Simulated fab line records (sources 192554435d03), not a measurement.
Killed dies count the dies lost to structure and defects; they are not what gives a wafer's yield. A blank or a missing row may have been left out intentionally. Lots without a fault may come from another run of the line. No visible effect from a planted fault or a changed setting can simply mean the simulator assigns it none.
Split-lot study    flow n5_finfet    7 lots, 21 wafers read, on a route of 1938 steps

THE SPLIT
At N5_BEOL_M11_PECVD_70 (deposits SiO2 from TEOS/O2, target thk 20 nm, time 22.7 s), the setting temp_c was moved away from the recipe's 400 C on 9 of the 21 wafers read, by -4.4% to +2.5%. This setting was run at the recipe's value on the other wafers.

FROM THE SPLIT TO THE READING: what the file shows between them, 3 steps
- N5_BEOL_M11_HM_DEP_02: deposits TiN, target thk 20 nm
- N5_BEOL_M11_COAT_59: time 60 s, resist thk 100 nm
- N5_BEOL_M11_STRIP_77: strips in N2/H2, time 10 s

THE READING
SiO2_of_BEOL_M11_PECVD_70.thk_nm (the simulator's own value, which no gauge read), in nm, at N5_BEOL_M11_HM_STRIP_39 (strips TiN in peroxide tin strip, target depth 25 nm, time 158 s). There is no usual value for it anywhere in the file. Across the 12 wafers here that went through the recipe, the average is 19.7 nm and the standard deviation 0.24 nm.

wafer   tool, chamber at the split  temp_c as run, C  against the recipe  SiO2_of_BEOL_M11_PECVD_70.thk_nm, nm  against lot-mates on the recipe
L074.1  pecvd-01, 1                 400               recipe              19.8                                  -
L074.2  pecvd-01, 0                 400               recipe              19.8                                  -
L074.5  pecvd-01, 0                 391.3             -2.2%               21.2                                  +1.4
L079.1  pecvd-01, 1                 400               recipe              19.6                                  -
L079.2  pecvd-01, 2                 400               recipe              19.4                                  -
L079.5  pecvd-01, 0                 385               -3.7%               22                                    +2.5
L081.2  pecvd-01, 1                 400               recipe              19.6                                  -
L081.4  pecvd-01, 1                 400               recipe              20.2                                  -
L081.5  pecvd-01, 0                 400               recipe              20                                    -
L083.4  pecvd-04, 0                 395.4             -1.2%               20.2                                  +0.4
L083.5  pecvd-04, 2                 400               recipe              19.8                                  -
L083.6  pecvd-04, 1                 395.4             -1.2%               20.4                                  +0.6
L095.1  pecvd-04, 0                 400               recipe              19.4                                  -
L095.2  pecvd-04, 1,0               400               recipe              19.6                                  -
L095.6  pecvd-04, 1,0               400               recipe              19.6                                  -
L094.2  pecvd-04, 2                 409.9             +2.5%               17.8                                  no lot-mate on the recipe
L094.3  pecvd-04, 0                 409.9             +2.5%               18.2                                  no lot-mate on the recipe
L094.4  pecvd-04, 0                 409.9             +2.5%               18.2                                  no lot-mate on the recipe
L092.1  pecvd-04, 0                 400               recipe              19.4                                  -
L092.4  pecvd-04, 2                 382.4             -4.4%               22                                    +2.6
L092.6  pecvd-04, 1                 382.4             -4.4%               22                                    +2.6
The file does not say which wafer passed through which chamber wherever a row lists several chambers: such a row stands for several wafers.

FIT RESULTS
A straight line over all 21 wafers: SiO2_of_BEOL_M11_PECVD_70.thk_nm changes by -0.588 nm for each +1% of temp_c; r = -0.98; the points scatter about the line by 0.24 nm.
The same after taking each lot's own level away (the mean of its wafers on the recipe; 18 wafers): -0.611 nm for each +1%; r = -0.99; scatter 0.16 nm.
The reading moves by 2.7 nm for the largest change in temp_c, on that fit.
From 19.40 to 19.93 nm: that is the span of the lots' own levels, equal to 2.2 times the standard deviation above.
The two slopes are in agreement: the lot-to-lot level therefore moves the slope only a little.
Check: with one of the wafers moved furthest among these (-4.4%) left out of the fit, the line predicts +2.7 nm for it against its lot-mates. It came out at +2.6 nm against them.

THESE WAFERS: OTHER SPLITS
Other splits were also applied to these wafers ahead of the reading. Each is held against what the fit with the lots' levels taken away leaves over:
other split on the same wafers      wafers away from the commonest value  r with SiO2_of_BEOL_M11_PECVD_70.thk_nm (lot level and that fit taken away)
N5_BEOL_M9_COAT_05 spin_rpm         4                                     +0.12
N5_BEOL_M10_ILD_DEP_00 time_s       9                                     +0.01
N5_BEOL_M10_HM_DEP_02 target_thk_a  7                                     +0.12

THE WHOLE CHAIN: every reading that the file lists as answering this split, in the file's order
step                     what it does                                                      reading                                                                            change (the file's fit)                r (the file's)
N5_BEOL_M11_PECVD_70     deposits SiO2 from TEOS/O2, target thk 20 nm, time 22.7 s         SiO2_of_BEOL_M11_PECVD_70.thk_nm (the simulator's own value, which no gauge read)  -0.594 nm for each +1% of the setting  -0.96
N5_BEOL_M11_HM_STRIP_39  strips TiN in peroxide tin strip, target depth 25 nm, time 158 s  SiO2_of_BEOL_M11_PECVD_70.thk_nm (the simulator's own value, which no gauge read)  -0.619 nm for each +1% of the setting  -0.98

THE FILE'S OWN FIT
SiO2_of_BEOL_M11_PECVD_70.thk_nm changes by -0.619 nm for each +1% of temp_c, r = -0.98.
